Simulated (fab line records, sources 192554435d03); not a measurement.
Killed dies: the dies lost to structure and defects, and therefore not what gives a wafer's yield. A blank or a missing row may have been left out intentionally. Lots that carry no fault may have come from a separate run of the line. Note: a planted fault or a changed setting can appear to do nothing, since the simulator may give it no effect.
fab line records	flow n5Finfet
[record] lots = 24	wafers = 72	lastDay = 18
route steps=1938 shown BEOL_M4@1063 BEOL_M5@1115
lots with no fault: from the same line, run without faults
startH: the number of hours between the record's first day and the start of the first shown wafer of the lot	waitH: hours elapsed since this lot's preceding step	" repeats the value in the row above	L1.1+2: a row that stands for several wafers	- no value present, or no start provided	* or withheld: withheld	< > ~ a bound
route shown NAME@n: NAME is a module with steps in the file, n the number in the route of the first one	usual: average and standard deviation across the fault-free wafers	same: alike in all rows	chamber/n: place in a boat	sites: the reading at each site	_std_site: standard deviation of those values	_edge_site: the outer-site mean with the inner-site mean subtracted	radiusMm: for every site, how far away it sits from the centre of the wafer	mask NAME#n: copy n	behind: tool/chamber where the wafer was last shaped	hold: what put the lot on hold/how long, in hours/how the hold closed	device: whichever transistor did not switch (one of n, p or np)	end of line: the route-end tests of the same wafers	step lacking rows: just its recipe	killed: at the first sort, the dies lost to defects and structure; wafer yield is something else	map: shows each die of a wafer: x if killed, . if not, _ if none is there
set.NAME: the setting the step ran with; set.NAME@STEP: the setting that earlier step ran with	model.NAME: the simulator's own value behind a step, which no gauge read
the route's steps for a sample of lots (tables are steps, rows are wafers)
services: from which hour (startH, from the record's first day; less than 0 if before it) a tool's chamber was out of use, for how many hours, and why
[[steps]]
[step N5_BEOL_M4_ETCHBACK_99]
[recipe] chemistry = CHF3	target = SiO2	targetDepthA = 50	timeS = 10.4	sourceW = 215	biasW = 47	Ar_flow_sccm = 200	CHF3_flow_sccm = 12	ionEnergyEv = 100	pressureMtorr = 30
[usual] biasW = 47.01/0.14	drypumpMotorCurrentA = 5.6/0.56	oesProductAu = 0.81/0.093	rfVppV = 242/3.2	showerheadPlenumPTorr = 2.14/0.063	throttleValvePct = 17.01/0.29
[same] timeS = 10.4
lot.wafer	tool	chamber	startH	waitH	biasW	drypumpMotorCurrentA	oesProductAu	rfHoursCounterH	rfVppV	showerheadPlenumPTorr	throttleValvePct
L074.2	rieDiel-01	0	154.34	4.6	46.92	4.9	0.81	99	245	2.08	17.08
L074.4	"	1	"	"	47.16	5.0	0.75	153	242	2.14	16.94
L074.6	"	2	"	"	47.16	6.4	0.86	-	237	2.20	16.70
L075.1	rieDiel-06	3	184.05	22.7	46.89	5.4	0.68	222	244	2.05	17.37
L075.4	"	0	"	"	47.15	5.6	0.76	167	242	2.18	17.21
L075.6	"	1	"	"	46.98	4.9	0.75	-	236	2.09	17.50
L076.3	rieDiel-01	0	186.53	5.4	46.93	4.9	0.80	111	243	2.07	17.11
L076.5	"	1	"	"	47.08	5.1	0.74	-	241	2.14	16.97
L076.6	"	2	"	"	47.15	6.4	0.83	-	237	2.20	16.73
L077.2	rieDiel-01	1	190.19	1.3	46.86	5.1	0.73	166	243	2.13	16.98
L077.4	"	2	"	"	46.82	6.4	0.83	-	239	2.20	16.72
L077.5	"	0	"	"	47.01	4.9	0.80	-	245	2.07	17.09
L078.1	rieDiel-05	3	198.05	2.2	47.02	6.1	0.71	207	243	2.22	17.48
L078.3	"	0	"	"	47.00	6.1	0.87	47	239	2.11	16.75
L078.4	"	1	"	"	47.07	5.8	0.70	-	243	2.13	17.30
L080.2	rieDiel-01	2	210.08	7.9	47.02	6.4	0.82	79	239	2.19	16.76
L080.3	"	1	"	"	47.38	5.1	0.74	173	241	2.13	16.97
L080.6	"	1	"	"	47.08	5.1	0.73	-	241	2.13	16.99
L079.1	rieDiel-01	1	213.64	10.4	47.21	5.0	0.74	174	242	2.13	16.99
L079.3	"	0	"	"	47.02	4.9	0.79	122	243	2.07	17.13
L079.4	"	2	"	"	46.84	6.4	0.83	80	238	2.19	16.76
L082.4	rieDiel-01	1	214.11	6.9	46.98	5.1	0.73	174	241	2.13	16.99
L082.5	"	1	"	"	46.85	5.1	0.72	-	242	2.13	16.98
L082.6	"	2	"	"	47.01	6.4	0.83	-	239	2.19	16.73
L081.3	rieDiel-05	0	219.19	3.2	46.78	6.1	0.87	56	239	2.10	16.77
L081.5	"	1	"	"	46.99	5.8	0.70	-	242	2.13	17.33
L081.6	"	0	"	"	46.92	6.1	0.87	-	239	2.10	16.75
L085.2	rieDiel-01	1	222.71	1.4	47.13	5.1	0.73	177	242	2.13	16.99
L085.3	"	0	"	"	46.96	4.9	0.79	124	244	2.07	17.11
L085.5	"	3	"	"	47.09	5.2	0.97	-	248	2.11	16.77
L083.4	rieDiel-01	1	237.88	11.6	46.78	5.1	0.72	182	241	2.13	17.01
L083.5	"	1	"	"	46.97	5.1	0.72	-	242	2.13	17.02
L083.6	"	0	"	"	47.03	4.9	0.78	-	244	2.07	17.13
L084.3	rieDiel-05	2	237.92	4.3	47.21	5.5	0.97	6	249	2.21	16.62
L084.4	"	0	"	"	47.01	6.2	0.86	-	237	2.10	16.77
L084.5	"	3	"	"	47.14	6.1	0.70	-	242	2.22	17.52
L086.1	rieDiel-06	1	243.28	7.0	47.02	4.9	0.74	180	236	2.08	17.52
L086.3	"	3	"	"	47.10	5.5	0.68	247	245	2.04	17.42
L086.5	"	3	"	"	46.73	5.5	0.67	-	243	2.04	17.42
L088.2	rieDiel-01	3	245.57	5.0	47.17	5.3	0.95	15	247	2.10	16.76
L088.4	"	2	"	"	46.93	6.4	0.82	92	237	2.19	16.76
L088.5	"	1	"	"	47.19	5.0	0.73	-	243	2.13	17.01
L087.1	rieDiel-05	3	245.69	0.5	47.20	6.1	0.70	225	243	2.22	17.51
L087.3	"	0	"	"	46.91	6.1	0.85	65	238	2.10	16.79
L087.6	"	0	"	"	47.00	6.1	0.84	-	238	2.10	16.80
L089.4	rieDiel-05	2	260.08	11.5	46.93	5.5	0.93	-	248	2.20	16.65
L089.5	"	1	"	"	47.07	5.8	0.97	-	242	2.13	16.85
L089.6	"	3	"	"	47.03	6.0	0.69	-	244	2.21	17.52
L090.1	rieDiel-05	0	270.85	2.7	47.16	6.1	0.84	69	241	2.10	16.76
L090.3	"	2	"	"	46.91	5.5	0.92	19	248	2.20	16.63
L090.5	"	3	"	"	47.02	6.1	0.69	-	243	2.21	17.53
L091.3	rieDiel-06	2	275.29	5.3	46.95	6.6	0.94	25	243	2.29	16.75
L091.5	"	1	"	"	47.12	4.9	0.73	-	237	2.07	17.56
L091.6	"	0	"	"	47.13	5.6	0.75	-	240	2.17	17.27
L093.2	rieDiel-05	0	275.56	1.7	47.16	6.1	0.83	70	238	2.10	16.78
L093.3	"	2	"	"	47.17	5.5	0.92	22	246	2.20	16.65
L093.5	"	0	"	"	47.14	6.1	0.84	-	238	2.10	16.77
L092.2	rieDiel-01	2	282.21	7.0	46.93	6.4	0.80	105	239	2.19	16.80
L092.3	"	0	"	"	46.95	4.9	0.78	146	244	2.06	17.15
L092.6	"	3	"	"	47.10	5.2	0.91	-	246	2.10	16.80
L094.1	rieDiel-06	0	282.24	4.4	47.17	5.6	0.74	196	241	2.17	17.28
L094.5	"	1	"	"	47.04	4.9	0.73	-	237	2.07	17.56
L094.6	"	2	"	"	46.75	6.6	0.92	-	242	2.29	16.75
L095.1	rieDiel-01	0	312.17	3.1	47.11	4.9	0.76	156	243	2.06	17.18
L095.4	"	2	"	"	46.88	6.4	0.78	116	239	2.18	16.81
L095.5	"	0	"	"	46.78	4.9	0.76	-	244	2.06	17.18
L097.2	rieDiel-05	2	312.20	1.9	46.85	5.5	0.90	34	246	2.20	16.67
L097.3	"	3	"	"	47.03	6.1	0.68	251	243	2.21	17.54
L097.5	"	1	"	"	47.03	5.8	0.91	-	242	2.12	16.88
L096.1	rieDiel-05	3	315.15	6.0	47.19	6.0	0.68	252	243	2.21	17.57
L096.2	"	2	"	"	46.72	5.5	0.91	34	248	2.20	16.67
L096.5	"	1	"	"	47.02	5.7	0.92	-	240	2.12	16.87
[step N5_BEOL_M4_SPUTTER_81]
[recipe] material = Cu	targetThkA = 45	tempC = -20	chamberPressurePa = 0.07	powerW = withheld	timeS = 8.29
[usual] throttleValvePct = 30.1/1.1
[same] timeS = 8.29
lot.wafer	tool	chamber	startH	waitH	throttleValvePct
L074.2	pvdSputter-01	-	157.36	0.1	30.9
L074.4	"	-	"	"	29.7
L074.6	"	-	"	"	29.9
L075.1	pvdSputter-03	-	185.70	0.1	29.9
L075.4	"	-	"	"	30.7
L075.6	"	-	"	"	29.7
L076.3	pvdSputter-01	-	188.70	0.1	31.0
L076.5	"	-	"	"	30.6
L076.6	"	-	"	"	32.2
L077.2	pvdSputter-02	-	192.48	0.1	29.0
L077.4	"	-	"	"	30.4
L077.5	"	-	"	"	28.9
L078.1	pvdSputter-03	-	200.40	0.1	30.1
L078.3	"	-	"	"	29.5
L078.4	"	-	"	"	31.1
L080.2	pvdSputter-02	-	212.63	0.1	28.8
L080.3	"	-	"	"	30.8
L080.6	"	-	"	"	30.4
L079.1	pvdSputter-02	-	215.57	0.1	30.9
L079.3	"	-	"	"	30.7
L079.4	"	-	"	"	28.7
L082.4	pvdSputter-03	-	216.06	0.1	30.2
L082.5	"	-	"	"	29.5
L082.6	"	-	"	"	30.3
L081.3	pvdSputter-02	-	220.98	0.1	28.0
L081.5	"	-	"	"	30.4
L081.6	"	-	"	"	31.0
L085.2	pvdSputter-01	-	224.82	0.1	29.8
L085.3	"	-	"	"	31.6
L085.5	"	-	"	"	31.0
L083.4	pvdSputter-03	-	239.91	0.1	29.6
L083.5	"	-	"	"	30.7
L083.6	"	-	"	"	29.9
L084.3	pvdSputter-01	-	241.53	0.1	32.1
L084.4	"	-	"	"	29.9
L084.5	"	-	"	"	32.2
L086.1	pvdSputter-02	-	245.57	0.1	28.0
L086.3	"	-	"	"	30.9
L086.5	"	-	"	"	28.1
L088.2	pvdSputter-01	-	247.57	0.1	29.8
L088.4	"	-	"	"	32.0
L088.5	"	-	"	"	30.0
L087.1	pvdSputter-02	-	247.70	0.1	28.8
L087.3	"	-	"	"	30.8
L087.6	"	-	"	"	28.2
L089.4	pvdSputter-02	-	261.94	0.1	29.0
L089.5	"	-	"	"	28.6
L089.6	"	-	"	"	27.8
L090.1	pvdSputter-02	-	273.53	0.1	29.0
L090.3	"	-	"	"	30.8
L090.5	"	-	"	"	30.6
L091.3	pvdSputter-02	-	277.33	0.1	28.9
L091.5	"	-	"	"	30.4
L091.6	"	-	"	"	30.8
L093.2	pvdSputter-01	-	278.74	0.1	29.9
L093.3	"	-	"	"	31.9
L093.5	"	-	"	"	29.9
L092.2	pvdSputter-01	-	284.18	0.1	31.0
L092.3	"	-	"	"	32.0
L092.6	"	-	"	"	30.9
L094.1	pvdSputter-03	-	284.29	0.1	30.2
L094.5	"	-	"	"	30.3
L094.6	"	-	"	"	30.2
L095.1	pvdSputter-03	-	313.94	0.1	29.7
L095.4	"	-	"	"	30.2
L095.5	"	-	"	"	29.6
L097.2	pvdSputter-01	-	315.68	0.1	29.9
L097.3	"	-	"	"	31.9
L097.5	"	-	"	"	29.9
L096.1	pvdSputter-02	-	317.27	0.1	31.1
L096.2	"	-	"	"	28.3
L096.5	"	-	"	"	30.9
[step N5_BEOL_M4_SPUTTER_86]
[recipe] material = Cu	targetThkA = 45	tempC = -20	chamberPressurePa = 0.07	powerW = withheld	timeS = 8.29
[usual] throttleValvePct = 30.1/1.1
[same] timeS = 8.29
lot.wafer	tool	chamber	startH	waitH	throttleValvePct
L074.2	pvdSputter-01	-	157.58	0.1	30.8
L074.4	"	-	"	"	29.9
L074.6	"	-	"	"	29.9
L075.1	pvdSputter-03	-	185.92	0.1	29.9
L075.4	"	-	"	"	30.8
L075.6	"	-	"	"	29.5
L076.3	pvdSputter-01	-	188.92	0.1	30.7
L076.5	"	-	"	"	30.8
L076.6	"	-	"	"	31.9
L077.2	pvdSputter-02	-	192.70	0.1	28.8
L077.4	"	-	"	"	30.4
L077.5	"	-	"	"	28.8
L078.1	pvdSputter-03	-	200.62	0.1	30.6
L078.3	"	-	"	"	29.8
L078.4	"	-	"	"	30.8
L080.2	pvdSputter-02	-	212.85	0.1	29.1
L080.3	"	-	"	"	30.7
L080.6	"	-	"	"	30.7
L079.1	pvdSputter-02	-	215.79	0.1	31.4
L079.3	"	-	"	"	30.5
L079.4	"	-	"	"	28.7
L082.4	pvdSputter-03	-	216.28	0.1	29.8
L082.5	"	-	"	"	29.7
L082.6	"	-	"	"	30.3
L081.3	pvdSputter-02	-	221.20	0.1	28.0
L081.5	"	-	"	"	30.5
L081.6	"	-	"	"	30.8
L085.2	pvdSputter-01	-	225.04	0.1	29.7
L085.3	"	-	"	"	32.0
L085.5	"	-	"	"	30.9
L083.4	pvdSputter-03	-	240.13	0.1	29.6
L083.5	"	-	"	"	30.8
L083.6	"	-	"	"	29.9
L084.3	pvdSputter-01	-	241.75	0.1	31.7
L084.4	"	-	"	"	29.9
L084.5	"	-	"	"	31.9
L086.1	pvdSputter-02	-	245.79	0.1	28.1
L086.3	"	-	"	"	30.9
L086.5	"	-	"	"	27.9
L088.2	pvdSputter-01	-	247.79	0.1	29.9
L088.4	"	-	"	"	31.8
L088.5	"	-	"	"	30.0
L087.1	pvdSputter-02	-	247.92	0.1	28.7
L087.3	"	-	"	"	30.7
L087.6	"	-	"	"	28.3
L089.4	pvdSputter-02	-	262.16	0.1	29.0
L089.5	"	-	"	"	28.7
L089.6	"	-	"	"	28.0
L090.1	pvdSputter-02	-	273.75	0.1	28.7
L090.3	"	-	"	"	31.1
L090.5	"	-	"	"	30.7
L091.3	pvdSputter-02	-	277.55	0.1	28.8
L091.5	"	-	"	"	30.6
L091.6	"	-	"	"	31.1
L093.2	pvdSputter-01	-	278.96	0.1	29.9
L093.3	"	-	"	"	32.0
L093.5	"	-	"	"	29.8
L092.2	pvdSputter-01	-	284.40	0.1	31.1
L092.3	"	-	"	"	32.2
L092.6	"	-	"	"	31.0
L094.1	pvdSputter-03	-	284.51	0.1	30.2
L094.5	"	-	"	"	30.3
L094.6	"	-	"	"	29.9
L095.1	pvdSputter-03	-	314.16	0.1	29.9
L095.4	"	-	"	"	30.2
L095.5	"	-	"	"	29.6
L097.2	pvdSputter-01	-	315.90	0.1	29.8
L097.3	"	-	"	"	31.9
L097.5	"	-	"	"	29.7
L096.1	pvdSputter-02	-	317.49	0.1	30.9
L096.2	"	-	"	"	28.1
L096.5	"	-	"	"	30.6
[step N5_BEOL_M4_ANNEAL_93]
[recipe] tempC = 400	timeS = 240	ambient = vacuum
[usual] heaterPowerW = 854/74
[same] timeS = 240
lot.wafer	tool	chamber	startH	waitH	heaterPowerW
L074.2	pvdSputter-01	-	158.32	0.0	730
L074.4	"	-	"	"	783
L074.6	"	-	"	"	914
L075.1	pvdSputter-03	-	186.66	0.0	858
L075.4	"	-	"	"	914
L075.6	"	-	"	"	796
L076.3	pvdSputter-01	-	189.66	0.0	745
L076.5	"	-	"	"	747
L076.6	"	-	"	"	908
L077.2	pvdSputter-02	-	193.44	0.0	871
L077.4	"	-	"	"	907
L077.5	"	-	"	"	864
L078.1	pvdSputter-03	-	201.36	0.0	816
L078.3	"	-	"	"	784
L078.4	"	-	"	"	905
L080.2	pvdSputter-02	-	213.59	0.0	888
L080.3	"	-	"	"	907
L080.6	"	-	"	"	896
L079.1	pvdSputter-02	-	216.53	0.0	758
L079.3	"	-	"	"	912
L079.4	"	-	"	"	891
L082.4	pvdSputter-03	-	217.02	0.0	826
L082.5	"	-	"	"	792
L082.6	"	-	"	"	838
L081.3	pvdSputter-02	-	221.94	0.0	985
L081.5	"	-	"	"	880
L081.6	"	-	"	"	768
L085.2	pvdSputter-01	-	225.78	0.0	885
L085.3	"	-	"	"	904
L085.5	"	-	"	"	755
L083.4	pvdSputter-03	-	240.87	0.0	806
L083.5	"	-	"	"	920
L083.6	"	-	"	"	854
L084.3	pvdSputter-01	-	242.49	0.0	891
L084.4	"	-	"	"	788
L084.5	"	-	"	"	887
L086.1	pvdSputter-02	-	246.53	0.0	967
L086.3	"	-	"	"	772
L086.5	"	-	"	"	981
L088.2	pvdSputter-01	-	248.53	0.0	902
L088.4	"	-	"	"	892
L088.5	"	-	"	"	899
L087.1	pvdSputter-02	-	248.66	0.0	862
L087.3	"	-	"	"	765
L087.6	"	-	"	"	995
L089.4	pvdSputter-02	-	262.90	0.0	877
L089.5	"	-	"	"	863
L089.6	"	-	"	"	953
L090.1	pvdSputter-02	-	274.49	0.0	854
L090.3	"	-	"	"	734
L090.5	"	-	"	"	916
L091.3	pvdSputter-02	-	278.29	0.0	876
L091.5	"	-	"	"	900
L091.6	"	-	"	"	751
L093.2	pvdSputter-01	-	279.70	0.0	887
L093.3	"	-	"	"	918
L093.5	"	-	"	"	915
L092.2	pvdSputter-01	-	285.14	0.0	741
L092.3	"	-	"	"	881
L092.6	"	-	"	"	737
L094.1	pvdSputter-03	-	285.25	0.0	840
L094.5	"	-	"	"	828
L094.6	"	-	"	"	867
L095.1	pvdSputter-03	-	314.90	0.0	871
L095.4	"	-	"	"	839
L095.5	"	-	"	"	805
L097.2	pvdSputter-01	-	316.64	0.0	894
L097.3	"	-	"	"	879
L097.5	"	-	"	"	775
L096.1	pvdSputter-02	-	318.23	0.0	741
L096.2	"	-	"	"	982
L096.5	"	-	"	"	748
[step N5_BEOL_M4_DEP_57]
[recipe] material = SiCN	targetThkA = 80	tempC = withheld	precursor = 3MS/NH3	pressureTorr = 3	rfW = 202	timeS = 14
[usual] showerheadPlenumPTorr = 3.661/0.014	throttleValvePct = 9.1/0.5
[same] timeS = 14
lot.wafer	tool	chamber	startH	waitH	showerheadPlenumPTorr	throttleValvePct
L074.2	pecvd-01	2	159.66	0.0	3.648	8.5
L074.4	"	2	"	"	3.650	8.5
L074.6	"	0	"	"	3.662	9.3
L075.1	pecvd-03	2	188.13	0.0	3.655	9.1
L075.4	"	2	"	"	3.655	8.9
L075.6	"	0	"	"	3.663	9.5
L076.3	pecvd-03	0	191.07	0.0	3.658	9.3
L076.5	"	1	"	"	3.668	9.9
L076.6	"	2	"	"	3.661	9.0
L077.2	pecvd-01	1	194.85	0.0	3.659	8.5
L077.4	"	1	"	"	3.669	8.2
L077.5	"	2	"	"	3.641	8.8
L078.1	pecvd-02	2	202.75	0.0	3.643	8.8
L078.3	"	0	"	"	3.667	9.0
L078.4	"	2	"	"	3.643	8.5
L080.2	pecvd-03	0	214.93	0.0	3.656	9.2
L080.3	"	1	"	"	3.669	10.2
L080.6	"	2	"	"	3.655	8.8
L079.1	pecvd-01	2	217.88	0.0	3.650	8.9
L079.3	"	0	"	"	3.659	9.5
L079.4	"	2	"	"	3.645	8.5
L082.4	pecvd-02	0	220.71	0.0	3.662	8.9
L082.5	"	0	"	"	3.662	9.1
L082.6	"	1	"	"	3.701	9.1
L081.3	pecvd-03	2	223.33	0.0	3.662	8.9
L081.5	"	1	"	"	3.662	10.0
L081.6	"	2	"	"	3.658	9.1
L085.2	pecvd-01	1	227.12	0.0	3.661	8.2
L085.3	"	2	"	"	3.651	8.7
L085.5	"	2	"	"	3.645	8.9
L083.4	pecvd-02	1	242.29	0.0	3.688	9.0
L083.5	"	2	"	"	3.637	8.8
L083.6	"	0	"	"	3.662	8.9
L084.3	pecvd-01	0	243.88	0.0	3.657	9.7
L084.4	"	0	"	"	3.658	9.5
L084.5	"	1	"	"	3.660	8.4
L086.1	pecvd-03	2	247.93	0.0	3.659	9.1
L086.3	"	0	"	"	3.662	9.5
L086.5	"	0	"	"	3.662	9.5
L088.2	pecvd-01	2	249.87	0.0	3.642	8.7
L088.4	"	2	"	"	3.642	8.7
L088.5	"	0	"	"	3.660	9.4
L087.1	pecvd-02	1	250.00	0.0	3.690	9.1
L087.3	"	2	"	"	3.646	8.5
L087.6	"	1	"	"	3.683	9.1
L089.4	pecvd-02	0	264.26	0.0	3.672	9.1
L089.5	"	1	"	"	3.698	9.0
L089.6	"	2	"	"	3.635	8.8
L090.1	pecvd-02	1	275.83	0.0	3.688	9.3
L090.3	"	0	"	"	3.671	8.9
L090.5	"	0	"	"	3.665	8.7
L091.3	pecvd-02	2	279.78	0.0	3.647	8.6
L091.5	"	2	"	"	3.642	8.7
L091.6	"	1	"	"	3.696	9.1
L093.2	pecvd-03	1	281.07	0.0	3.666	9.6
L093.3	"	1	"	"	3.671	10.0
L093.5	"	1	"	"	3.661	9.9
L092.2	pecvd-01	1	286.49	0.0	3.666	8.2
L092.3	"	2	"	"	3.644	8.7
L092.6	"	1	"	"	3.669	8.2
L094.1	pecvd-02	2	286.86	0.0	3.650	8.9
L094.5	"	1	"	"	3.686	9.2
L094.6	"	0	"	"	3.661	8.8
L095.1	pecvd-03	0	316.25	0.0	3.662	9.3
L095.4	"	0	"	"	3.670	9.1
L095.5	"	1	"	"	3.668	9.7
L097.2	pecvd-01	2	318.17	0.0	3.638	8.5
L097.3	"	1	"	"	3.664	8.2
L097.5	"	1	"	"	3.662	8.0
L096.1	pecvd-03	0	319.60	0.0	3.656	9.4
L096.2	"	2	"	"	3.661	9.2
L096.5	"	1	"	"	3.658	10.0
[step N5_BEOL_M5_PECVD_70]
[recipe] material = SiO2	targetThkA = 160	tempC = 400	precursor = TEOS/O2	pressureTorr = 5.5	rfW = 450	teosFlowSccm = 53.8	gas = O2	flowSccm = 3000	timeS = 18
[usual] heaterPowerOuterW = 457/72	heaterPowerW = 766/110	showerheadPlenumPTorr = 8.78/0.08	throttleValvePct = 22.4/1.2
[same] timeS = 18
lot.wafer	tool	chamber	startH	waitH	heaterPowerOuterW	heaterPowerW	showerheadPlenumPTorr	throttleValvePct
L074.2	pecvd-02	0	161.35	0.0	491	771	8.77	22.2
L074.4	"	0	"	"	478	757	8.79	22.3
L074.6	"	2	"	"	412	679	8.67	21.3
L075.1	pecvd-04	0	189.82	0.0	609	969	8.80	23.1
L075.4	"	2	"	"	567	919	8.75	22.7
L075.6	"	0	"	"	596	932	8.82	23.1
L076.3	pecvd-04	0	192.76	0.0	548	878	8.81	23.3
L076.5	"	0	"	"	543	862	8.82	23.0
L076.6	"	2	"	"	486	845	8.78	22.9
L077.2	pecvd-04	0	196.54	0.0	529	832	8.80	23.5
L077.4	"	2	"	"	545	899	8.75	22.7
L077.5	"	0	"	"	519	817	8.82	23.1
L078.1	pecvd-01	0	204.46	0.0	408	744	8.74	23.2
L078.3	"	1	"	"	575	937	8.77	20.2
L078.4	"	2	"	"	404	674	8.68	21.2
L080.2	pecvd-04	0	216.88	0.0	580	949	8.78	23.0
L080.3	"	1	"	"	488	883	8.82	25.0
L080.6	"	0	"	"	592	927	8.82	23.2
L079.1	pecvd-01	0	219.59	0.0	424	731	8.75	23.6
L079.3	"	2	"	"	412	684	8.67	21.5
L079.4	"	0	"	"	400	754	8.76	23.3
L082.4	pecvd-02	1	222.44	0.1	444	732	8.90	22.8
L082.5	"	2	"	"	329	575	8.66	21.4
L082.6	"	0	"	"	470	746	8.75	22.5
L081.3	pecvd-01	0	225.03	0.0	439	770	8.73	23.6
L081.5	"	2	"	"	361	602	8.69	21.5
L081.6	"	1	"	"	516	892	8.77	20.0
L085.2	pecvd-01	0	228.82	0.0	432	746	8.75	23.7
L085.3	"	2	"	"	361	624	8.67	21.4
L085.5	"	2	"	"	360	640	8.65	21.2
L083.4	pecvd-02	2	243.98	0.1	399	672	8.67	21.5
L083.5	"	0	"	"	477	771	8.76	22.1
L083.6	"	1	"	"	384	643	8.90	22.4
L084.3	pecvd-04	1	245.57	0.0	543	956	8.85	25.1
L084.4	"	2	"	"	547	891	8.73	21.3
L084.5	"	1	"	"	532	935	8.83	24.9
L086.1	pecvd-02	0	249.66	0.0	500	805	8.77	22.1
L086.3	"	2	"	"	394	661	8.67	21.5
L086.5	"	2	"	"	382	665	8.67	21.4
L088.2	pecvd-04	2	251.56	0.0	493	823	8.74	21.4
L088.4	"	2	"	"	500	845	8.74	21.3
L088.5	"	1	"	"	471	889	8.84	24.8
L087.1	pecvd-02	0	251.69	0.0	498	802	8.78	22.1
L087.3	"	1	"	"	386	623	8.91	22.6
L087.6	"	1	"	"	386	640	8.92	22.6
L089.4	pecvd-01	2	265.96	0.1	364	617	8.69	21.5
L089.5	"	1	"	"	574	955	8.78	20.1
L089.6	"	0	"	"	365	691	8.75	23.5
L090.1	pecvd-02	0	277.52	0.0	505	787	8.78	22.2
L090.3	"	2	"	"	400	664	8.66	21.5
L090.5	"	2	"	"	407	664	8.68	21.5
L091.3	pecvd-02	2	281.49	0.1	392	654	8.68	21.6
L091.5	"	2	"	"	380	638	8.69	21.4
L091.6	"	1	"	"	387	626	8.92	22.6
L093.2	pecvd-02	1	283.28	0.0	457	748	8.91	22.7
L093.3	"	0	"	"	445	723	8.76	22.0
L093.5	"	2	"	"	416	680	8.70	21.4
L092.2	pecvd-02	0	288.19	0.0	491	783	8.78	22.3
L092.3	"	1	"	"	381	632	8.92	22.7
L092.6	"	0	"	"	497	804	8.78	22.4
L094.1	pecvd-02	2	288.98	0.0	337	578	8.69	21.8
L094.5	"	1	"	"	465	754	8.94	22.6
L094.6	"	0	"	"	489	778	8.76	22.2
L095.1	pecvd-02	2	317.95	0.0	364	613	8.67	21.5
L095.4	"	0	"	"	479	729	8.76	21.9
L095.5	"	2	"	"	359	614	8.68	21.8
L097.2	pecvd-02	0	319.89	0.0	505	786	8.79	22.1
L097.3	"	2	"	"	312	566	8.66	21.7
L097.5	"	0	"	"	503	808	8.76	22.1
L096.1	pecvd-04	1	321.31	0.0	430	840	8.81	24.5
L096.2	"	0	"	"	571	880	8.79	23.5
L096.5	"	2	"	"	513	847	8.72	21.4
[[services]]
tool	chamber	startH	hours	kind
rieDiel-05	-	147.49	16.3	repair
pecvd-01	0	160.15	4.4	repair
pvdSputter-02	-	162.27	23.5	repair
rieDiel-01	1	164.18	2.6	repair
pecvd-03	2	170.54	5.2	repair
rieDiel-01	3	181.79	-	clean
rieDiel-01	3	181.79	-	consumableReplace:focusRing
rieDiel-01	3	181.79	19.2	scheduledDown
rieDiel-01	3	181.79	19.2	ventCycle
pecvd-01	-	190.93	2.6	repair
rieDiel-05	2	197.50	-	clean
pecvd-02	2	212.62	8.6	repair
rieDiel-05	-	220.37	0.1	repair
pecvd-03	1	241.93	22.3	repair
rieDiel-05	-	242.12	2.8	pm
rieDiel-05	0	249.32	13.7	repair
pecvd-01	2	250.89	-	calibration
rieDiel-01	1	266.36	5.0	repair
pecvd-02	2	267.49	5.5	scheduledDown
pecvd-02	1	272.95	2.1	scheduledDown
pecvd-02	0	279.07	4.1	repair
pecvd-01	-	293.53	14.6	pm
pvdSputter-02	-	310.46	4.5	repair
pecvd-02	1	319.10	5.5	scheduledDown
[[key]]
fault none
